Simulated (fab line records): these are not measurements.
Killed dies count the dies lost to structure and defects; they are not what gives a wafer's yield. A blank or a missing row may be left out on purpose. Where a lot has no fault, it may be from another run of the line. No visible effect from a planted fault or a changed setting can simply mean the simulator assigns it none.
The tool behind it: which one? + flow n5_finfet + 24 lots, 72 wafers sampled, at 6 steps of a route of 1938

## WHAT THE GAUGES SHOWED, per wafer
N5_BEOL_M12_CD_MEAS_28: target cd 160.2 nm. Usual: 160.0 nm for cd_nm, sd 1.2.
| lot  | measured     | on        | cd_nm (nm)        | flag |
|------|--------------|-----------|-------------------|------|
| L074 | day 10 14:32 | cd_sem-03 | 160.8 162.2 159.0 |      |
| L075 | day 11 00:18 | cd_sem-02 | 159.3 158.3 157.8 |      |
| L076 | day 11 09:56 | cd_sem-03 | 160.1 162.6 160.4 |      |
| L077 | day 11 19:40 | cd_sem-03 | 159.3 161.0 160.6 |      |
| L079 | day 12 05:11 | cd_sem-03 | 159.8 161.0 160.7 |      |
| L080 | day 12 05:29 | cd_sem-01 | 158.6 160.6 160.4 |      |
| L078 | day 12 08:03 | cd_sem-01 | 160.2 158.8 160.2 |      |
| L081 | day 12 11:17 | cd_sem-02 | 157.7 159.2 157.3 |      |
| L082 | day 12 21:38 | cd_sem-03 | 158.8 159.9 159.2 |      |
| L085 | day 13 08:14 | cd_sem-02 | 158.4 157.5 159.3 |      |
| L083 | day 13 13:54 | cd_sem-01 | 160.7 160.7 160.1 |      |
| L084 | day 13 19:51 | cd_sem-02 | 162.3 162.1 160.7 |      |
| L087 | day 14 00:41 | cd_sem-03 | 161.1 162.0 164.0 |      |
| L086 | day 14 03:55 | cd_sem-01 | 159.1 159.2 159.2 |      |
| L090 | day 14 17:08 | cd_sem-03 | 159.5 158.9 160.3 |      |
| L088 | day 14 20:18 | cd_sem-03 | 160.6 162.2 159.2 |      |
| L091 | day 15 01:32 | cd_sem-02 | 159.7 161.4 159.7 |      |
| L089 | day 15 08:04 | cd_sem-03 | 159.8 160.6 159.9 |      |
| L092 | day 15 11:34 | cd_sem-01 | 159.9 159.6 161.4 |      |
| L093 | day 15 16:16 | cd_sem-03 | 161.1 161.3 161.0 |      |
| L094 | day 16 00:32 | cd_sem-03 | 158.9 157.2 157.8 |      |
| L095 | day 16 11:30 | cd_sem-02 | 159.6 160.2 160.8 |      |
| L096 | day 16 11:55 | cd_sem-02 | 160.9 160.6 160.6 |      |
| L097 | day 16 22:52 | cd_sem-02 | 157.8 158.4 159.0 |      |

N5_BEOL_M13_OVL_MEAS_11. Usual: for V12_OVL the level is 0 nm and the standard deviation is 5.4.
| lot  | measured     | on         | V12_OVL (nm) | flag |
|------|--------------|------------|--------------|------|
| L074 | day 10 19:02 | overlay-01 | 2 -2 -1      |      |
| L075 | day 11 08:58 | overlay-02 | -3 -2 -6     |      |
| L076 | day 11 14:56 | overlay-02 | -5 -4 -8     |      |
| L077 | day 12 00:03 | overlay-02 | -17 -9 -6    |      |
| L079 | day 12 10:34 | overlay-02 | 1 0 1        |      |
| L080 | day 12 10:05 | overlay-01 | -3 -2 -2     |      |
| L078 | day 12 12:17 | overlay-02 | -4 9 -4      |      |
| L081 | day 12 15:20 | overlay-02 | -10 -11 -4   |      |
| L082 | day 13 04:01 | overlay-02 | -2 -6 0      |      |
| L085 | day 13 11:27 | overlay-01 | -5 1 2       |      |
| L083 | day 13 18:00 | overlay-02 | 5 6 4        |      |
| L084 | day 14 02:55 | overlay-01 | 10 15 11     |      |
| L087 | day 14 04:35 | overlay-01 | -7 4 0       |      |
| L086 | day 14 10:17 | overlay-02 | 2 0 2        |      |
| L090 | day 14 22:53 | overlay-02 | -1 -11 -2    |      |
| L088 | day 15 01:16 | overlay-01 | 9 12 8       |      |
| L091 | day 15 06:08 | overlay-01 | 9 1 -2       |      |
| L089 | day 15 11:02 | overlay-02 | 1 2 -4       |      |
| L092 | day 15 16:11 | overlay-01 | 9 -2 2       |      |
| L093 | day 15 19:29 | overlay-02 | -2 -2 -6     |      |
| L094 | day 16 05:49 | overlay-02 | -1 0 1       |      |
| L095 | day 16 16:24 | overlay-01 | -5 6 -6      |      |
| L096 | day 16 17:57 | overlay-02 | -2 0 1       |      |
| L097 | day 17 04:52 | overlay-01 | 1 0 1        |      |

## WHICH TOOL RAN EACH LOT (tool, then ch and the chambers of the sampled wafers, then the start)
| lot  | N5_BEOL_M11_ANNEAL_51            | N5_BEOL_M12_ETCH_59                | N5_BEOL_M12_ETCH_38                | N5_BEOL_M12_SPUTTER_44       |
|------|----------------------------------|------------------------------------|------------------------------------|------------------------------|
| L074 | rtp_anneal-01 ch 0, day 10 12:23 | rie_diel-05 ch 1,2,3, day 10 13:45 | rie_diel-01 ch 0,2, day 10 16:56   | pvd_sputter-03, day 10 17:25 |
| L075 | rtp_anneal-01 ch 0, day 10 21:46 | rie_diel-02 ch 0,2,3, day 10 23:29 | rie_diel-01 ch 0,2,3, day 11 04:31 | pvd_sputter-01, day 11 07:11 |
| L076 | rtp_anneal-01 ch 0, day 11 07:26 | rie_diel-05 ch 0,3, day 11 09:02   | rie_diel-05 ch 0,3, day 11 12:43   | pvd_sputter-01, day 11 13:11 |
| L077 | rtp_anneal-02 ch 0, day 11 17:38 | rie_diel-05 ch 2,3, day 11 18:52   | rie_diel-01 ch 0,1, day 11 21:53   | pvd_sputter-01, day 11 22:26 |
| L079 | rtp_anneal-01 ch 0, day 12 02:51 | rie_diel-01 ch 1,2, day 12 04:16   | rie_diel-02 ch 0,1,3, day 12 08:25 | pvd_sputter-01, day 12 08:57 |
| L080 | rtp_anneal-02 ch 0, day 12 03:04 | rie_diel-01 ch 1,2,3, day 12 04:35 | rie_diel-02 ch 1,2,3, day 12 07:44 | pvd_sputter-03, day 12 08:28 |
| L078 | rtp_anneal-01 ch 0, day 12 05:56 | rie_diel-02 ch 1,2, day 12 07:08   | rie_diel-02 ch 0,1,3, day 12 09:29 | pvd_sputter-02, day 12 10:33 |
| L081 | rtp_anneal-01 ch 0, day 12 09:15 | rie_diel-01 ch 0,1,2, day 12 10:30 | rie_diel-01 ch 0,1, day 12 12:49   | pvd_sputter-03, day 12 13:43 |
| L082 | rtp_anneal-01 ch 0, day 12 19:16 | rie_diel-01 ch 0,1, day 12 20:40   | rie_diel-01 ch 0,1,2, day 13 01:28 | pvd_sputter-02, day 13 02:17 |
| L085 | rtp_anneal-01 ch 0, day 13 05:50 | rie_diel-02 ch 0,2,3, day 13 07:19 | rie_diel-02 ch 1,2,3, day 13 09:12 | pvd_sputter-02, day 13 09:49 |
| L083 | rtp_anneal-01 ch 0, day 13 11:46 | rie_diel-05 ch 1,2, day 13 13:05   | rie_diel-01 ch 1,3, day 13 15:16   | pvd_sputter-03, day 13 15:56 |
| L084 | rtp_anneal-01 ch 0, day 13 17:19 | rie_diel-02 ch 0,2,3, day 13 19:04 | rie_diel-02 ch 1,2,3, day 13 23:24 | pvd_sputter-02, day 14 00:02 |
| L087 | rtp_anneal-02 ch 0, day 13 22:24 | rie_diel-02 ch 2,3, day 13 23:54   | rie_diel-01 ch 1,2, day 14 02:16   | pvd_sputter-03, day 14 02:50 |
| L086 | rtp_anneal-02 ch 0, day 14 00:03 | rie_diel-01 ch 0,1, day 14 02:34   | rie_diel-05 ch 0,1,2, day 14 08:06 | pvd_sputter-02, day 14 08:40 |
| L090 | rtp_anneal-02 ch 0, day 14 14:46 | rie_diel-02 ch 1,2,3, day 14 16:14 | rie_diel-05 ch 0,2, day 14 19:59   | pvd_sputter-02, day 14 20:38 |
| L088 | rtp_anneal-02 ch 0, day 14 18:04 | rie_diel-05 ch 1,2,3, day 14 19:26 | rie_diel-02 ch 0,2, day 14 21:14   | pvd_sputter-01, day 14 23:39 |
| L091 | rtp_anneal-02 ch 0, day 14 23:13 | rie_diel-02 ch 0,2, day 15 00:34   | rie_diel-01 ch 0,2, day 15 02:27   | pvd_sputter-01, day 15 04:25 |
| L089 | rtp_anneal-01 ch 0, day 15 05:32 | rie_diel-05 ch 0,2,3, day 15 07:09 | rie_diel-01 ch 0,1,2, day 15 09:04 | pvd_sputter-01, day 15 09:26 |
| L092 | rtp_anneal-02 ch 0, day 15 09:20 | rie_diel-05 ch 1,3, day 15 10:47   | rie_diel-05 ch 1,3, day 15 12:53   | pvd_sputter-03, day 15 13:41 |
| L093 | rtp_anneal-02 ch 0, day 15 14:08 | rie_diel-02 ch 1,2,3, day 15 15:29 | rie_diel-01 ch 1,2,3, day 15 17:12 | pvd_sputter-01, day 15 17:45 |
| L094 | rtp_anneal-02 ch 0, day 15 22:11 | rie_diel-02 ch 1,2,3, day 15 23:38 | rie_diel-05 ch 0,1,3, day 16 03:39 | pvd_sputter-02, day 16 04:11 |
| L095 | rtp_anneal-02 ch 0, day 16 09:16 | rie_diel-01 ch 1,2,3, day 16 10:35 | rie_diel-02 ch 0,1,2, day 16 13:38 | pvd_sputter-01, day 16 14:28 |
| L096 | rtp_anneal-02 ch 0, day 16 09:38 | rie_diel-01 ch 0,2,3, day 16 11:00 | rie_diel-05 ch 0,1,2, day 16 14:43 | pvd_sputter-03, day 16 15:52 |
| L097 | rtp_anneal-01 ch 0, day 16 20:26 | rie_diel-01 ch 0,1,3, day 16 21:57 | rie_diel-05 ch 0,1,3, day 17 02:26 | pvd_sputter-02, day 17 02:56 |
- N5_BEOL_M11_ANNEAL_51: time 90 s.
- N5_BEOL_M12_ETCH_59: etches BARC in N2/H2, target depth 89 nm, overetch 26.7 nm, time 67.9 s.
- N5_BEOL_M12_ETCH_38: etches SiCN in CF4/N2, target depth 68.7 nm, time 73.4 s.
- N5_BEOL_M12_SPUTTER_44: material Ta, target thk 10 nm, time 16.13 s.

## AS READ BY THE TOOLS THEMSELVES (means over the sampled wafers that have a number; for cases with no such wafer, the mark the record gives instead)
N5_BEOL_M11_ANNEAL_51. Usual: anneal_temp_c_max 226.2, standard deviation 0.66; wafer_temp_C_max 226.2, standard deviation 0.31.
| lot  | tool          | anneal_temp_c_max | wafer_temp_C_max | flag |
|------|---------------|-------------------|------------------|------|
| L074 | rtp_anneal-01 | 225.3             | 226.2            |      |
| L075 | rtp_anneal-01 | 225.6             | 226.5            |      |
| L076 | rtp_anneal-01 | 225.8             | 226.5            |      |
| L077 | rtp_anneal-02 | 226.9             | 226.2            |      |
| L079 | rtp_anneal-01 | 225.5             | 226.0            |      |
| L080 | rtp_anneal-02 | 227.0             | 226.0            |      |
| L078 | rtp_anneal-01 | 225.9             | 226.3            |      |
| L081 | rtp_anneal-01 | 225.6             | 226.0            |      |
| L082 | rtp_anneal-01 | 225.5             | 226.2            |      |
| L085 | rtp_anneal-01 | 225.5             | 226.4            |      |
| L083 | rtp_anneal-01 | 225.5             | 226.3            |      |
| L084 | rtp_anneal-01 | 225.8             | 226.1            |      |
| L087 | rtp_anneal-02 | 227.1             | 226.0            |      |
| L086 | rtp_anneal-02 | 227.0             | 226.0            |      |
| L090 | rtp_anneal-02 | 226.9             | 226.1            |      |
| L088 | rtp_anneal-02 | 226.8             | 225.9            |      |
| L091 | rtp_anneal-02 | 226.9             | 225.9            |      |
| L089 | rtp_anneal-01 | 225.7             | 226.2            |      |
| L092 | rtp_anneal-02 | 226.5             | 226.1            |      |
| L093 | rtp_anneal-02 | 227.2             | 226.0            |      |
| L094 | rtp_anneal-02 | 226.9             | 226.1            |      |
| L095 | rtp_anneal-02 | 226.3             | 226.0            |      |
| L096 | rtp_anneal-02 | 226.6             | 226.0            |      |
| L097 | rtp_anneal-01 | 225.7             | 226.5            |      |

N5_BEOL_M12_ETCH_59. Usual: bias_w 150.0 W, standard deviation 0.4; chamber_pressure_mTorr 29.999 mTorr, standard deviation 0.026; drypump_motor_current_A 5.7 A, standard deviation 0.43; oes_product_au 0.68 a.u., standard deviation 0.083; rf_vpp_V 522.3 V, standard deviation 1.2; showerhead_plenum_p_Torr 2.49 Torr, standard deviation 0.036; throttle_valve_pct 17.86 %, standard deviation 0.26.
| lot  | tool        | bias_w (W) | chamber_pressure_mTorr (mTorr) | drypump_motor_current_A (A) | oes_product_au (a.u.) | rf_vpp_V (V) | showerhead_plenum_p_Torr (Torr) | throttle_valve_pct (%) | flag |
|------|-------------|------------|--------------------------------|-----------------------------|-----------------------|--------------|---------------------------------|------------------------|------|
| L074 | rie_diel-05 | 150.1      | 29.988                         | 5.6                         | 0.66                  | 521.7        | 2.47                            | 17.91                  |      |
| L075 | rie_diel-02 | 149.7      | 30.027                         | 5.8                         | 0.64                  | 522.4        | 2.51                            | 18.00                  |      |
| L076 | rie_diel-05 | 150.0      | 30.006                         | 5.5                         | 0.67                  | 522.2        | 2.50                            | 18.02                  |      |
| L077 | rie_diel-05 | 150.3      | 30.006                         | 5.5                         | 0.59                  | 521.3        | 2.47                            | 18.22                  |      |
| L079 | rie_diel-01 | 149.8      | 29.985                         | 5.7                         | 0.78                  | 522.6        | 2.49                            | 17.78                  |      |
| L080 | rie_diel-01 | 149.9      | 30.017                         | 5.4                         | 0.73                  | 522.0        | 2.50                            | 17.89                  |      |
| L078 | rie_diel-02 | 149.8      | 30.013                         | 6.0                         | 0.61                  | 522.9        | 2.53                            | 18.18                  |      |
| L081 | rie_diel-01 | 150.0      | 30.008                         | 6.0                         | 0.75                  | 522.3        | 2.48                            | 17.67                  |      |
| L082 | rie_diel-01 | 150.1      | 30.009                         | 6.0                         | 0.77                  | 522.7        | 2.48                            | 17.61                  |      |
| L085 | rie_diel-02 | 150.0      | 30.008                         | 5.9                         | 0.63                  | 522.8        | 2.50                            | 18.03                  |      |
| L083 | rie_diel-05 | 149.9      | 29.974                         | 5.4                         | 0.64                  | 520.2        | 2.43                            | 17.88                  |      |
| L084 | rie_diel-02 | 150.2      | 30.011                         | 5.9                         | 0.62                  | 523.3        | 2.50                            | 18.04                  |      |
| L087 | rie_diel-02 | 150.3      | 29.976                         | 6.0                         | 0.61                  | 523.3        | 2.53                            | 18.21                  |      |
| L086 | rie_diel-01 | 149.8      | 29.983                         | 6.3                         | 0.72                  | 522.0        | 2.48                            | 17.57                  |      |
| L090 | rie_diel-02 | 150.0      | 30.027                         | 6.1                         | 0.60                  | 522.6        | 2.53                            | 18.02                  |      |
| L088 | rie_diel-05 | 150.0      | 30.007                         | 5.6                         | 0.71                  | 522.4        | 2.46                            | 17.83                  |      |
| L091 | rie_diel-02 | 149.9      | 29.999                         | 5.8                         | 0.61                  | 521.6        | 2.46                            | 18.07                  |      |
| L089 | rie_diel-05 | 149.8      | 29.988                         | 5.3                         | 0.71                  | 521.6        | 2.46                            | 17.85                  |      |
| L092 | rie_diel-05 | 150.4      | 29.994                         | 5.8                         | 0.78                  | 523.3        | 2.48                            | 17.76                  |      |
| L093 | rie_diel-02 | 150.0      | 30.002                         | 6.0                         | 0.60                  | 522.4        | 2.52                            | 18.04                  |      |
| L094 | rie_diel-02 | 149.6      | 30.023                         | 6.1                         | 0.60                  | 523.3        | 2.52                            | 18.03                  |      |
| L095 | rie_diel-01 | 150.2      | 29.975                         | 5.4                         | 0.74                  | 522.5        | 2.48                            | 17.82                  |      |
| L096 | rie_diel-01 | 149.9      | 30.013                         | 5.7                         | 0.72                  | 522.1        | 2.48                            | 17.79                  |      |
| L097 | rie_diel-01 | 149.5      | 29.990                         | 5.7                         | 0.73                  | 521.7        | 2.48                            | 17.72                  |      |

N5_BEOL_M12_ETCH_38. Usual: bias_w 70.03 W, standard deviation 0.2; cf4_flow_sccm 60.02 sccm, standard deviation 0.19; chamber_pressure_mTorr 40.00 mTorr, standard deviation 0.036; drypump_motor_current_A 5.7 A, standard deviation 0.48; oes_product_au 0.80 a.u., standard deviation 0.095; rf_vpp_V 381.1 V, standard deviation 1.1; showerhead_plenum_p_Torr 2.159 Torr, standard deviation 0.029; throttle_valve_pct 15.41 %, standard deviation 0.27.
| lot  | tool        | bias_w (W) | cf4_flow_sccm (sccm) | chamber_pressure_mTorr (mTorr) | drypump_motor_current_A (A) | oes_product_au (a.u.) | rf_vpp_V (V) | showerhead_plenum_p_Torr (Torr) | throttle_valve_pct (%) | flag |
|------|-------------|------------|----------------------|--------------------------------|-----------------------------|-----------------------|--------------|---------------------------------|------------------------|------|
| L074 | rie_diel-01 | 70.10      | 60.22                | 40.03                          | 6.2                         | 0.87                  | 381.5        | 2.158                           | 15.19                  |      |
| L075 | rie_diel-01 | 69.96      | 59.95                | 40.00                          | 5.7                         | 0.81                  | 381.3        | 2.166                           | 15.42                  |      |
| L076 | rie_diel-05 | 69.90      | 60.15                | 40.01                          | 5.5                         | 0.78                  | 380.8        | 2.172                           | 15.64                  |      |
| L077 | rie_diel-01 | 69.91      | 60.01                | 39.97                          | 6.3                         | 0.89                  | 381.1        | 2.155                           | 15.11                  |      |
| L079 | rie_diel-02 | 69.90      | 59.93                | 40.03                          | 5.9                         | 0.73                  | 381.1        | 2.175                           | 15.42                  |      |
| L080 | rie_diel-02 | 70.09      | 59.88                | 40.02                          | 6.0                         | 0.72                  | 381.8        | 2.199                           | 15.58                  |      |
| L078 | rie_diel-02 | 69.87      | 60.01                | 39.99                          | 5.9                         | 0.73                  | 381.7        | 2.175                           | 15.42                  |      |
| L081 | rie_diel-01 | 70.08      | 59.96                | 39.98                          | 6.0                         | 0.92                  | 381.6        | 2.160                           | 15.14                  |      |
| L082 | rie_diel-01 | 70.10      | 60.03                | 39.99                          | 6.0                         | 0.89                  | 381.3        | 2.155                           | 15.26                  |      |
| L085 | rie_diel-02 | 70.09      | 60.10                | 39.99                          | 6.0                         | 0.71                  | 381.8        | 2.196                           | 15.60                  |      |
| L083 | rie_diel-01 | 69.94      | 60.05                | 39.99                          | 5.5                         | 0.86                  | 380.7        | 2.167                           | 15.37                  |      |
| L084 | rie_diel-02 | 70.15      | 59.87                | 39.96                          | 6.0                         | 0.70                  | 381.9        | 2.195                           | 15.60                  |      |
| L087 | rie_diel-01 | 70.12      | 59.97                | 40.01                          | 5.7                         | 0.88                  | 381.5        | 2.156                           | 15.41                  |      |
| L086 | rie_diel-05 | 69.95      | 59.91                | 40.03                          | 5.4                         | 0.82                  | 380.4        | 2.137                           | 15.27                  |      |
| L090 | rie_diel-05 | 69.84      | 60.12                | 40.00                          | 5.1                         | 0.75                  | 380.8        | 2.115                           | 15.46                  |      |
| L088 | rie_diel-02 | 70.03      | 60.07                | 40.02                          | 5.9                         | 0.71                  | 381.2        | 2.162                           | 15.84                  |      |
| L091 | rie_diel-01 | 69.94      | 60.07                | 39.99                          | 6.2                         | 0.81                  | 380.2        | 2.141                           | 15.29                  |      |
| L089 | rie_diel-01 | 70.23      | 59.99                | 39.99                          | 6.0                         | 0.84                  | 380.3        | 2.147                           | 15.31                  |      |
| L092 | rie_diel-05 | 70.22      | 60.00                | 40.03                          | 5.8                         | 0.91                  | 381.7        | 2.161                           | 15.38                  |      |
| L093 | rie_diel-01 | 69.87      | 60.16                | 39.98                          | 5.4                         | 0.89                  | 380.3        | 2.158                           | 15.36                  |      |
| L094 | rie_diel-05 | 69.89      | 60.06                | 40.03                          | 5.6                         | 0.88                  | 381.4        | 2.157                           | 15.24                  |      |
| L095 | rie_diel-02 | 70.09      | 59.97                | 39.99                          | 5.9                         | 0.69                  | 381.6        | 2.157                           | 15.67                  |      |
| L096 | rie_diel-05 | 69.91      | 60.20                | 39.98                          | 5.4                         | 0.78                  | 379.8        | 2.129                           | 15.33                  |      |
| L097 | rie_diel-05 | 70.14      | 59.92                | 40.04                          | 5.6                         | 0.86                  | 381.5        | 2.154                           | 15.27                  |      |

N5_BEOL_M12_SPUTTER_44. Usual: 30.4 % for throttle_valve_pct, sd 0.43.
| lot  | tool           | throttle_valve_pct (%) | flag |
|------|----------------|------------------------|------|
| L074 | pvd_sputter-03 | 30.5                   |      |
| L075 | pvd_sputter-01 | 30.1                   |      |
| L076 | pvd_sputter-01 | 30.4                   |      |
| L077 | pvd_sputter-01 | 30.1                   |      |
| L079 | pvd_sputter-01 | 30.1                   |      |
| L080 | pvd_sputter-03 | 30.3                   |      |
| L078 | pvd_sputter-02 | 30.8                   |      |
| L081 | pvd_sputter-03 | 30.1                   |      |
| L082 | pvd_sputter-02 | 30.6                   |      |
| L085 | pvd_sputter-02 | 30.6                   |      |
| L083 | pvd_sputter-03 | 30.0                   |      |
| L084 | pvd_sputter-02 | 30.8                   |      |
| L087 | pvd_sputter-03 | 30.0                   |      |
| L086 | pvd_sputter-02 | 30.6                   |      |
| L090 | pvd_sputter-02 | 30.8                   |      |
| L088 | pvd_sputter-01 | 30.4                   |      |
| L091 | pvd_sputter-01 | 30.4                   |      |
| L089 | pvd_sputter-01 | 30.6                   |      |
| L092 | pvd_sputter-03 | 30.0                   |      |
| L093 | pvd_sputter-01 | 30.3                   |      |
| L094 | pvd_sputter-02 | 30.4                   |      |
| L095 | pvd_sputter-01 | 30.1                   |      |
| L096 | pvd_sputter-03 | 30.0                   |      |
| L097 | pvd_sputter-02 | 30.5                   |      |

## THE ANSWER, worked out from the rows above alone
Rule: a lot counts as off when the mean over its wafers that have a number is more than 3 standard deviations away from the usual mean. Also off: a lot with no number at a reading for which 4 or more lots have one. Any other lot the step has rows for is counted as sound. After the gauges, taken in route order, come the tools' own readings; for these a lot's mean is taken, as printed above. At the first step where some lot is off, the reading lying furthest off is the one used; lots without a number count as furthest.
Across all readings shown, no lot is off: no conclusion can be drawn from this.

## WHAT THE SIMULATOR HAD PUT IN
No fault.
